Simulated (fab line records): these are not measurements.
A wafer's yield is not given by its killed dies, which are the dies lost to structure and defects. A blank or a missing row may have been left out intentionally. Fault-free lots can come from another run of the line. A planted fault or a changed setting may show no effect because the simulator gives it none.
Matching of chambers ; flow n5-finfet ; N5_DUMMY_GATE_STRIP_48 on rie-diel-01: 4 sister chambers
The step strips in N2/H2, time 20 s. 16 wafers are shown with their chamber, then 8 later ones without.

## WAFERS WITH THEIR CHAMBER
wafer;chamber;showerhead-plenum-p-Torr (Torr);drypump-motor-current-A (A);throttle-valve-pct (%)
L075.2;3;3.51;5.8;12.20
L075.5;1;3.53;6.3;11.74
L075.6;0;3.59;5.5;12.04
L076.1;0;3.58;5.5;12.06
L076.4;2;3.26;6.4;12.01
L076.6;1;3.53;6.3;11.76
L077.3;1;3.52;6.3;11.76
L077.5;2;3.26;6.4;12.02
L077.6;1;3.52;6.3;11.77
L081.1;2;3.25;6.4;12.04
L081.5;0;3.58;5.5;12.05
L081.6;3;3.50;5.8;12.21
L083.2;2;3.25;6.3;12.05
L083.5;0;3.58;5.5;12.07
L083.6;3;3.50;5.7;12.23
L086.1;1;3.52;6.3;11.79

SIGNATURES (averages over the wafers above)
reading;chamber 0;chamber 1;chamber 2;chamber 3;scatter within a chamber
showerhead-plenum-p-Torr;3.5825;3.5240;3.2550;3.5033;0.00549
drypump-motor-current-A;5.500;6.300;6.375;5.767;0.0344
throttle-valve-pct;12.0550;11.7640;12.0300;12.2133;0.0165
Rule: for a wafer and a chamber, the distance is found by dividing, reading by reading, the gap between the wafer's reading and the chamber's mean by the reading's scatter, squaring, summing and taking the root. The wafer belongs to the nearest chamber; if the next one is less than 2 further off, it can't be placed. How the scatter is found: for the shown wafers, subtract from each reading the mean of its chamber, square and add these, divide the total by (wafers less chambers), then take the root.

## WAFERS WHOSE CHAMBER IS MISSING
wafer;showerhead-plenum-p-Torr (Torr);drypump-motor-current-A (A);throttle-valve-pct (%)
L086.3;3.57;5.5;12.10
L086.5;3.52;6.3;11.80
L088.1;3.49;5.7;12.27
L088.3;3.51;6.4;11.82
L088.4;3.57;5.5;12.13
L089.1;3.51;6.3;11.83
L089.4;3.49;5.8;12.24
L089.5;3.49;5.7;12.28

## WHICH CHAMBER EACH WENT THROUGH
wafer;from the rows above;in truth
L086.3;0;0
L086.5;1;1
L088.1;3;3
L088.3;1;1
L088.4;0;0
L089.1;1;1
L089.4;3;3
L089.5;3;3
Placed correctly: 8 of 8. From these rows, 0 cannot be placed. Wrongly placed: 0.
